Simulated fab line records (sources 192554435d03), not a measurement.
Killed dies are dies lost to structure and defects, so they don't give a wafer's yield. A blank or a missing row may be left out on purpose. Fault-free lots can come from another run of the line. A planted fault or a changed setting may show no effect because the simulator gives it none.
fab line records | flow n5_finfet
record lots=3 | wafers=8 | last_day=18
route steps=1938 shown BEOL_M9@1437 BEOL_M10@1470 BEOL_M15@1830
lots that met no fault: from a run of the same line without faults
start_h: start of the lot's first displayed wafer, in hours after the record's first day | wait_h: time in hours since the lot's previous step | " repeats the value in the row above | L1.1+2: a single row standing in for several wafers | - either no value or no given start | * or withheld: withheld | < > ~ a bound
route shown NAME@n: a module of which the file shows steps, and the number in the route of the first | usual: the fault-free wafers' mean and standard deviation | same: alike in all rows | chamber/n: place in a boat | sites: the reading at each site | _std_site: the standard deviation of these | _edge_site: mean of outer sites minus mean of inner sites | radius_mm: for every site, how far away it sits from the centre of the wafer | mask NAME#n: copy n | behind: the last tool/chamber to shape the wafer | hold: cause of the lot's hold/its duration in hours/its outcome | device: whichever transistor did not switch (one of n, p or np) | end of line: tests of these same wafers at the route's end | a step without rows: its recipe alone | killed: at the first sort, the dies lost to defects and structure; wafer yield is something else | map: dies across one wafer; x = killed, . = not, _ = none there
set.NAME: setting as actually run; set.NAME@STEP: the setting as run at that earlier step | model.NAME: the simulator's own value behind a step, which no gauge read
certain route steps with their lots: each step a table, each wafer a row
services: the hour from which a tool's chamber was out of use, counted from the record's first day as start_h (under 0 if before that day), plus the number of hours and why
## steps
# step N5_BEOL_M9_DESCUM_33
# recipe chemistry=O2 | time_s=7 | source_power_w=50 | bias_power_w=20 | pressure_mtorr=20 | rf_frequency_hz=2.712e+07 | temp_c=40 | resist=CAR-EUV | o2_flow_sccm=225
# step N5_BEOL_M9_ETCH_76
# recipe chemistry=N2/H2 | target=underlayer | target_depth_a=65 | mask_material=CAR-EUV | time_s=5.2 | ion_energy_ev=200 | pressure_mtorr=30 | source_w=840 | bias_w=150 | n2_flow_sccm=200 | h2_flow_sccm=200 | ends=cleared
# step N5_BEOL_M9_ETCH_65
# recipe chemistry=CF4 | target=SiARC | target_depth_a=156 | mask_material=CAR-EUV | time_s=26 | ion_energy_ev=80 | pressure_mtorr=40 | source_w=545 | bias_w=36 | Ar_flow_sccm=100 | cf4_flow_sccm=100 | ends=cleared
# step N5_BEOL_M9_ETCH_66
# recipe chemistry=N2/H2 | target=SOC | target_depth_a=800 | overetch_a=160 | mask_material=SiARC | temp_c=40 | time_s=120 | ion_energy_ev=200 | pressure_mtorr=30 | source_w=840 | bias_w=150 | n2_flow_sccm=200 | h2_flow_sccm=200
# step N5_BEOL_M9_STRIP_69
# recipe chemistry=N2/H2 | temp_c=40 | n2_flow_sccm=200 | h2_flow_sccm=200 | rf_frequency_hz=6e+07
# step N5_BEOL_M9_STRIP_77
# recipe chemistry=N2/H2 | temp_c=40 | n2_flow_sccm=200 | h2_flow_sccm=200 | rf_frequency_hz=6e+07
# step N5_BEOL_M9_VIA_ETCH_34
# recipe chemistry=C4F6/O2 | target=SiCOH_lowk | target_depth_a=1824 | mask_material=SOC | taper_deg=4 | time_s=68.4 | ion_energy_ev=250 | pressure_mtorr=30 | source_w=345 | bias_w=185 | Ar_flow_sccm=300 | C4F6_flow_sccm=10 | O2_flow_sccm=10
# step N5_BEOL_M9_STRIP_73
# recipe chemistry=C4F6/O2 | resist=SiARC | rf_frequency_hz=6e+07
# step N5_BEOL_M9_STRIP_36
# recipe chemistry=N2/H2 | power_w=450 | temp_c=40 | pressure_mtorr=20 | rf_frequency_hz=6e+07 | overash_fraction=0.3 | bias_power_w=7 | h2_frac=0.5 | n2_flow_sccm=200 | h2_flow_sccm=200
# step N5_BEOL_M9_TRENCH_ETCH_37
# recipe chemistry=C4F6/O2 | target_depth_a=1514.3 | target=SiCOH_lowk | time_s=49 | ion_energy_ev=250 | pressure_mtorr=30 | source_w=345 | bias_w=185 | Ar_flow_sccm=300 | C4F6_flow_sccm=10 | O2_flow_sccm=10
# usual drypump_motor_current_A=5.9/0.41 | oes_product_au=0.78/0.094 | rf_vpp_V=666/9.5 | showerhead_plenum_p_Torr=2.87/0.077 | throttle_valve_pct=20.96/0.3
lot.wafer | tool        | chamber | start_h | wait_h | drypump_motor_current_A | oes_product_au | rf_hours_counter_h | rf_vpp_V | showerhead_plenum_p_Torr | throttle_valve_pct | model.BEOL_M9.feature_depth_nm | model.etch.depth_nm | model.TiN_of_BEOL_M9_HM_DEP_02.thk_nm
L892.1    | rie_diel-04 | 1       | 259.82  | -      | 6.3                     | 0.73           | 168                | 665      | 2.98                     | 21.07              | 146                            | 146.1               | 16.2
L892.3    | "           | 3       | "       | "      | 5.3                     | 0.72           | 211                | 662      | 2.93                     | 21.27              | 150                            | 149.9               | 16.2
L892.4    | "           | 0       | "       | "      | 6.1                     | 0.82           | 90                 | 683      | 2.86                     | 20.43              | 147.4                          | 147.3               | 16.6
L903.2    | rie_diel-04 | 3       | 331.73  | -      | 5.3                     | 0.70           | 233                | 662      | 2.92                     | 21.29              | 148.2                          | 148.3               | 16.2
L903.3    | "           | 2       | "       | "      | 6.4                     | 1.16           | 22                 | 672      | 2.89                     | 20.96              | 218                            | 217.9               | 13.8
L908.1    | rie_diel-03 | 2       | 365.11  | -      | 5.7                     | 0.77           | 129                | 662      | 2.77                     | 20.97              | 153.8                          | 153.8               | 15.8
L908.2    | "           | 3       | "       | "      | 6.3                     | 0.84           | 52                 | 669      | 2.88                     | 20.51              | 147.6                          | 147.6               | 16
L908.3    | "           | 0       | "       | "      | 6.2                     | 0.88           | 38                 | 672      | 2.89                     | 20.97              | 153.2                          | 153.3               | 15.8
# step N5_BEOL_M9_ETCH_41
# recipe chemistry=CH3F/O2 | target=SiCN | target_depth_a=366 | taper_deg=2 | time_s=70.1 | ion_energy_ev=120 | mask_material=TiN | pressure_mtorr=30 | source_w=395 | bias_w=75 | Ar_flow_sccm=150 | CH3F_flow_sccm=30 | O2_flow_sccm=20
# step N5_BEOL_M9_STRIP_80
# recipe chemistry=N2/H2 | time_s=10 | power_w=450 | temp_c=40 | pressure_mtorr=20 | rf_frequency_hz=6e+07 | bias_power_w=7 | n2_flow_sccm=200 | h2_flow_sccm=200
# step N5_BEOL_M9_OCD_MEAS_38
# usual trench_depth_nm=149/3.9
lot.wafer | tool   | chamber | start_h | wait_h | trench_depth_nm
L892.1    | ocd-01 | -       | 260.00  | -      | 147
L892.3    | "      | -       | "       | "      | 150
L892.4    | "      | -       | "       | "      | 148
L903.2    | ocd-01 | -       | 331.91  | -      | 148
L903.3    | "      | -       | "       | "      | 218
L908.1    | ocd-01 | -       | 365.29  | -      | 154
L908.2    | "      | -       | "       | "      | 148
L908.3    | "      | -       | "       | "      | 154
# step N5_BEOL_M9_HM_STRIP_39
# recipe chemistry=peroxide_tin_strip | material=TiN | target_depth_a=250 | temp_c=50 | time_s=158
# step N5_BEOL_M9_SRD_40
# recipe time_s=30 | temp_c=23 | rinse_liquid=diw | dry=ipa_marangoni
# step N5_BEOL_M9_PRECLEAN_42
# recipe chemistry=residue_remover | time_s=60 | temp_c=40
# step N5_BEOL_M9_SRD_43
# recipe time_s=30 | temp_c=23 | rinse_liquid=diw | dry=ipa_marangoni
# step N5_BEOL_M9_CURE_72
# recipe temp_c=370 | time_s=120 | ambient=DMADMS/He | material=SiCOH_lowk
# step N5_BEOL_M9_DEGAS_44
# recipe ambient=vacuum | temp_c=250 | time_s=60
# step N5_BEOL_M9_PRE_CLEAN_45
# recipe gas=H2/He | time_s=30 | temp_c=250
# step N5_BEOL_M9_ALD_74
# recipe material=TaN | target_thk_a=20 | temp_c=275 | ald_precursor_family=PDMAT | ald_co_reactant=NH3 | pressure_torr=3 | carrier_flow_sccm=1500 | pulse_time_s=2 | purge_time_s=3 | co_reactant_purge_time_s=2 | co_reactant_pulse_time_s=3 | ald_cycles=40 | precursor_vessel_temp_c=75 | precursor_vessel_pressure_torr=26.25 | precursor_vessel_carrier_sccm=1000
# step N5_BEOL_M9_SURFACE_TREAT_79
# recipe gas=Ar | time_s=* | ion_energy_ev=* | ion_current_ma_cm2=0.5 | pressure_mtorr=* | ar_flow_sccm=30
# step N5_BEOL_M9_CVD_78
# recipe material=Co | target_thk_a=20 | temp_c=withheld | precursor=CCTBA/H2 | pressure_torr=30 | time_s=138.9
# step N5_BEOL_M9_SPUTTER_48
# recipe material=Cu | target_thk_a=120 | temp_c=-20 | bias_v=60 | power_w=26000 | chamber_pressure_pa=0.13 | time_s=2
# step N5_BEOL_M9_ECD_50
# recipe material=Cu | target_thk_a=3180
# step N5_BEOL_M9_ANNEAL_51
# recipe temp_c=225 | time_s=90 | ambient=N2
# step N5_BEOL_M9_CMP_52
# recipe stop_on=SiCOH_lowk | t_overpolish_s=7 | down_force_psi=1 | platen_rpm=50 | clearing_platen_down_force_psi=1.5 | clearing_platen_rpm=50 | post_cmp_clean=cu_alkaline | target_thk_nm=140 | clearing_platen_pad_velocity_m_s=0.99484 | pad_velocity_m_s=0.99484
# usual motor_current_A=6.3/0.45 | pad_life_wafers=1043/640
lot.wafer | tool   | chamber | start_h | wait_h | motor_current_A | pad_life_wafers | model.Cu_of_BEOL_M9_ECD_50.thk_nm
L892.1    | cmp-01 | 1       | 262.54  | 0.3    | 6.8             | 1500            | 133.6
L892.4    | "      | 2       | "       | "      | 6.1             | 1501            | 134.2
L892.3    | "      | 3       | "       | "      | 6.2             | 1502            | 137.4
L903.3    | cmp-03 | 2       | 334.62  | 0.3    | 6.2             | 950             | 206
L903.2    | "      | 3       | "       | "      | 6.8             | 951             | 136.2
L908.1    | cmp-03 | 3       | 366.98  | 0.3    | 6.8             | 1171            | 140.4
L908.2    | "      | 0       | "       | "      | 5.7             | 1172            | 135.6
L908.3    | "      | 1       | "       | "      | 6.9             | 1173            | 141.2
# step N5_BEOL_M9_THK_MEAS_53
# recipe thk_meas_gauge=xrf | reads=Cu_of_BEOL_M9_ECD_50
# usual M9_THK=140/4.3
lot.wafer | tool          | chamber | start_h | wait_h | M9_THK[nm]
L892.1    | film_metro-02 | -       | 262.83  | -      | 135
L892.3    | "             | -       | "       | "      | 138
L892.4    | "             | -       | "       | "      | 135
L903.2    | film_metro-01 | -       | 334.84  | -      | 138
L903.3    | "             | -       | "       | "      | 209
L908.1    | film_metro-01 | -       | 367.23  | -      | 141
L908.2    | "             | -       | "       | "      | 137
L908.3    | "             | -       | "       | "      | 142
# step N5_BEOL_M9_PRE_CLEAN_55
# recipe gas=NH3 | time_s=15 | temp_c=withheld | rf_power_w=300
# step N5_BEOL_M9_DEP_56
# recipe material=SiCN | target_thk_a=150 | temp_c=withheld | precursor=3MS/NH3 | pressure_torr=3 | rf_w=202 | time_s=26.5
# step N5_BEOL_M9_RS_MEAS_57
# recipe thk_meas_gauge=four-point-probe | reads=Cu_of_BEOL_M9_ECD_50+Co_of_BEOL_M9_CVD_78+TaN_of_BEOL_M9_ALD_74
# usual M9_RS=0.154/0.0051
lot.wafer | tool          | chamber | start_h | wait_h | M9_RS[ohm/sq]
L892.1    | film_metro-01 | -       | 262.97  | 0.1    | 0.159
L892.3    | "             | -       | "       | "      | 0.154
L892.4    | "             | -       | "       | "      | 0.158
L903.2    | film_metro-01 | -       | 334.98  | 0.1    | 0.155
L903.3    | "             | -       | "       | "      | 0.099
L908.1    | film_metro-01 | -       | 367.37  | 0.1    | 0.150
L908.2    | "             | -       | "       | "      | 0.156
L908.3    | "             | -       | "       | "      | 0.149
# step N5_BEOL_M10_ILD_DEP_00
# recipe material=SiCOH_lowk | target_thk_a=3085.1 | temp_c=300 | precursor=DEMS/porogen | pressure_torr=5 | rf_w=500 | time_s=58
# step N5_BEOL_M10_CURE_71
# recipe temp_c=385 | time_s=240 | ambient=He/Ar | material=SiCOH_lowk
# step N5_BEOL_M10_PECVD_70
# recipe material=SiO2 | target_thk_a=200 | temp_c=400 | precursor=TEOS/O2 | pressure_torr=5.5 | rf_w=450 | teos_flow_sccm=53.8 | gas=O2 | flow_sccm=3000 | time_s=22.7
# step N5_BEOL_M10_HM_DEP_02
# recipe material=TiN | target_thk_a=200 | temp_c=25 | chamber_pressure_pa=0.49996
# step N5_BEOL_M10_COAT_59
# recipe resist=SOC | temp_c=250 | time_s=60 | spin_rpm=1500 | resist_thk_nm=100
# step N5_BEOL_M15_RC_MEAS_101
# usual COMB_M10=1.5e-11/3.1e-12 | COMB_M11=1.51e-11/2.9e-12 | COMB_M11_max_site=2.1e-11/4.3e-12 | COMB_M12=7.5e-12/1.3e-12 | COMB_M13=5.8e-12/1.1e-12 | COMB_M14=4.3e-12/7.2e-13 | COMB_M15=3.3e-12/6e-13 | COMB_M5=3.7e-11/6.8e-12 | COMB_M6=2.6e-11/5.1e-12 | COMB_M7=2.6e-11/4.6e-12 | COMB_M8=2.6e-11/5.1e-12 | COMB_M8_max_site=3.8e-11/1e-11 | SERP_M10=3.08/0.087 | SERP_M11=3.12/0.11 | SERP_M12=0.640/0.022 | SERP_M13=0.313/0.0075 | SERP_M13_max_site=0.316/0.0078 | SERP_M14=0.160/0.0045 | SERP_M5=39.3/2.1 | SERP_M6=13.7/0.53 | SERP_M7=14.0/0.69 | SERP_M8=13.9/0.65 | SERP_M9=3.13/0.12 | SERP_M9_max_site=3.21/0.13
lot.wafer | tool      | chamber | start_h | wait_h | COMB_M10[S/m] | COMB_M11[S/m] | COMB_M11_max_site[S/m] | COMB_M12[S/m] | COMB_M13[S/m] | COMB_M14[S/m] | COMB_M15[S/m] | COMB_M5[S/m] | COMB_M6[S/m] | COMB_M7[S/m] | COMB_M8[S/m] | COMB_M8_max_site[S/m] | SERP_M10[ohm/um] | SERP_M11[ohm/um] | SERP_M12[ohm/um] | SERP_M13[ohm/um] | SERP_M13_max_site[ohm/um] | SERP_M14[ohm/um] | SERP_M5[ohm/um] | SERP_M6[ohm/um] | SERP_M7[ohm/um] | SERP_M8[ohm/um] | SERP_M9[ohm/um] | SERP_M9_max_site[ohm/um]
L892.1    | prober-02 | 0       | 309.92  | 0.0    | 1.3e-11       | 1.32e-11      | 1.7e-11                | 9.7e-12       | 6.3e-12       | 4.3e-12       | 4.4e-12       | 3.5e-11      | 2.6e-11      | 2.8e-11      | 3.8e-11      | 8.5e-11               | 3.05             | 3.09             | 0.659            | 0.315            | 0.316                     | 0.162            | 35.3            | 13.5            | 15.0            | 14.5            | 3.32            | 3.37
L892.3    | "         | 0       | "       | "      | 1.8e-11       | 1.83e-11      | 2.4e-11                | 7e-12         | 7.5e-12       | 5.3e-12       | 3.6e-12       | 4.1e-11      | 2.1e-11      | 3.3e-11      | 2.6e-11      | 4.2e-11               | 3.19             | 3.15             | 0.605            | 0.305            | 0.307                     | 0.159            | 38.4            | 13.7            | 14.2            | 13.8            | 3.19            | 3.32
L892.4    | "         | 0       | "       | "      | 1.7e-11       | 1.49e-11      | 2.3e-11                | 7.3e-12       | 5.9e-12       | 5.4e-12       | 3.5e-12       | 4.7e-11      | 2.3e-11      | 2.5e-11      | 2.6e-11      | 3.4e-11               | 2.98             | 2.94             | 0.632            | 0.313            | 0.315                     | 0.161            | 40.6            | 13.0            | 14.8            | 14.0            | 3.22            | 3.37
L903.2    | prober-02 | 0       | 379.13  | 0.2    | 1.2e-11       | 1.4e-11       | 1.7e-11                | 1.02e-11      | 5.8e-12       | 4.7e-12       | 3.4e-12       | 3.5e-11      | 2.8e-11      | 2.7e-11      | 2.4e-11      | 3.1e-11               | 2.98             | 2.93             | 0.639            | 0.310            | 0.313                     | 0.162            | 36.6            | 14.0            | 14.4            | 13.5            | 3.18            | 3.24
L903.3    | "         | 0       | "       | "      | 1.2e-11       | 1.3e-11       | 2e-11                  | 9e-12         | 6.1e-12       | 5.3e-12       | 3.5e-12       | 3.4e-11      | 2.6e-11      | 3e-11        | 2.2e-11      | 2.5e-11               | 3.03             | 3.10             | 0.648            | 0.298            | 0.302                     | 0.162            | 38.1            | 13.6            | 14.4            | 14.5            | 2.07            | 2.08
L908.1    | prober-02 | 0       | 412.98  | 0.0    | 2e-11         | 1.5e-11       | 1.7e-11                | 8.8e-12       | 7.3e-12       | 3.8e-12       | 3e-12         | 3.7e-11      | 3.4e-11      | 2.2e-11      | 2.1e-11      | 4.4e-11               | 3.07             | 3.11             | 0.620            | 0.312            | 0.316                     | 0.155            | 41.6            | 14.3            | 13.8            | 13.5            | 3.07            | 3.12
L908.2    | "         | 0       | "       | "      | 1.8e-11       | 1.57e-11      | 2.3e-11                | 7.3e-12       | 7.3e-12       | 4.5e-12       | 4.3e-12       | 3.6e-11      | 2.1e-11      | 2.4e-11      | 3.1e-11      | 4.7e-11               | 3.00             | 3.03             | 0.647            | 0.324            | 0.326                     | 0.157            | 40.1            | 13.4            | 13.6            | 14.1            | 3.16            | 3.26
L908.3    | "         | 0       | "       | "      | 1.4e-11       | 1.68e-11      | 3.1e-11                | 5.5e-12       | 5.9e-12       | 3.9e-12       | 2.7e-12       | 3.5e-11      | 3.2e-11      | 2.4e-11      | 3.1e-11      | 4.4e-11               | 3.07             | 3.15             | 0.639            | 0.312            | 0.314                     | 0.156            | 43.5            | 14.8            | 14.4            | 13.9            | 3.00            | 3.09
# sites SERP_M9 radius_mm=0,75,75,75,75,140,140,140,140
L892.1 3.26 3.35 3.29 3.34 3.27 3.37 3.27 3.32 3.34
L903.2 3.17 3.18 3.23 3.24 3.20 3.14 3.13 3.18 3.08
L908.1 3.10 3.12 3.07 3.10 3.09 3.03 3.01 2.99 3.04
## services
tool        | chamber | start_h | hours | kind
rie_diel-03 | -       | 272.06  | 0.8   | repair
cmp-03      | -       | 292.90  | 0.4   | repair
rie_diel-03 | 3       | 317.24  | 8.8   | repair
cmp-01      | -       | 333.86  | 4.0   | pm
rie_diel-04 | 3       | 334.18  | 5.4   | repair
cmp-01      | -       | 337.86  | -     | consumable_replace:conditioner
cmp-01      | -       | 337.86  | -     | consumable_replace:pad
cmp-03      | -       | 351.54  | 0.9   | repair
rie_diel-03 | 1       | 354.41  | -     | clean
rie_diel-03 | 1       | 354.41  | -     | consumable_replace:focus_ring
rie_diel-03 | 1       | 354.41  | 15.8  | scheduled_down
rie_diel-03 | 1       | 354.41  | 15.8  | vent_cycle
cmp-03      | -       | 355.75  | 5.8   | pm
cmp-03      | -       | 362.54  | 1.7   | repair
## key
first_sign step=N5_BEOL_M9_TRENCH_ETCH_37 | reading=oes_product_au | direction=up | sigmas=4 | usual=0.78 | struck=1.16
effect step=N5_BEOL_M9_OCD_MEAS_38 | reading=trench_depth_nm | direction=up | sigmas=18 | usual=149 | struck=218
effect step=N5_BEOL_M9_THK_MEAS_53 | reading=M9_THK | direction=up | sigmas=16 | usual=140 | struck=209
effect step=N5_BEOL_M9_RS_MEAS_57 | reading=M9_RS | direction=down | sigmas=11 | usual=0.154 | struck=0.099
effect step=N5_BEOL_M15_RC_MEAS_101 | reading=SERP_M9 | direction=down | sigmas=9.1 | usual=3.13 | struck=2.07
model_effect step=N5_BEOL_M9_TRENCH_ETCH_37 | value=BEOL_M9.feature_depth_nm | without=155.6 | struck=218
model_effect step=N5_BEOL_M9_CMP_52 | value=Cu_of_BEOL_M9_ECD_50.thk_nm | without=143.8 | struck=206
met_at N5_BEOL_M9_TRENCH_ETCH_37
struck_wafers L903.3
onset_between 259.82 331.73
fault kind=process_parameter_drift | tool=rie_diel-04 | chamber=- | onset_h=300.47 | steps=N5_BEOL_M9_TRENCH_ETCH_37 | channel=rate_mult | offset=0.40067 | shape=step | end_h=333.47 | scope=struck_wafers_only
